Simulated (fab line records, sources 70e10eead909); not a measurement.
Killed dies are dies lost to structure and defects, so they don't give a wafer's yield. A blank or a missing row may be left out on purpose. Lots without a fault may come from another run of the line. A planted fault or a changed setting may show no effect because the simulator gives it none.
Chamber matching | flow nand_harc | NHARC_A_STAIRCASE_ETCH_444 on rie_diel-09: 4 sister chambers
The step etches the open film in C4F8/O2, target depth 20400 nm, time 6800 s. 8 wafers are shown with their chamber, then 9 later ones without.

WAFERS WITH THEIR CHAMBER
wafer  | chamber | rf_vpp_V (V) | chamber_pressure_mTorr (mTorr)
L081.6 | 0       | 811          | 25.027
L084.3 | 0       | 811          | 25.012
L087.1 | 2       | 807          | 24.983
L087.5 | 3       | 813          | 24.990
L087.6 | 2       | 808          | 25.019
L089.2 | 1       | 802          | 25.034
L089.3 | 3       | 814          | 25.003
L089.5 | 1       | 803          | 25.005

WAFERS WITHOUT THEIR CHAMBER
wafer  | rf_vpp_V (V) | chamber_pressure_mTorr (mTorr)
L093.1 | 810          | 25.043
L093.4 | 805          | 25.008
L093.6 | 810          | 25.019
L094.3 | 805          | 24.986
L094.4 | 810          | 24.995
L094.5 | 813          | 25.012
L097.4 | 809          | 25.009
L097.5 | 806          | 25.004
L097.6 | 802          | 24.985

WHICH CHAMBER EACH WENT THROUGH
wafer  | from the rows above     | in truth
L093.1 | 0                       | 0
L093.4 | can't be placed: 2 or 1 | 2
L093.6 | 0                       | 0
L094.3 | can't be placed: 2 or 1 | 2
L094.4 | can't be placed: 0 or 2 | 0
L094.5 | 3                       | 3
L097.4 | can't be placed: 2 or 0 | 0
L097.5 | 2                       | 2
L097.6 | 1                       | 1
Placed correctly: 5 of 9. Can't be placed from these rows: 4 (the true chamber is among the candidates in 4). Placed wrongly: 0.
How it was worked out, from the rows above alone: a wafer's distance from a chamber is the root of the sum, over the readings, of the square of ((its reading less the chamber's mean) divided by the reading's scatter). The wafer belongs to the nearest chamber; if the next one is less than 2 further off, it can't be placed. A chamber's mean is the mean of its shown wafers. The scatter: the root of (the sum of the squares of (reading less its chamber's mean) over the shown wafers, divided by (wafers less chambers)).
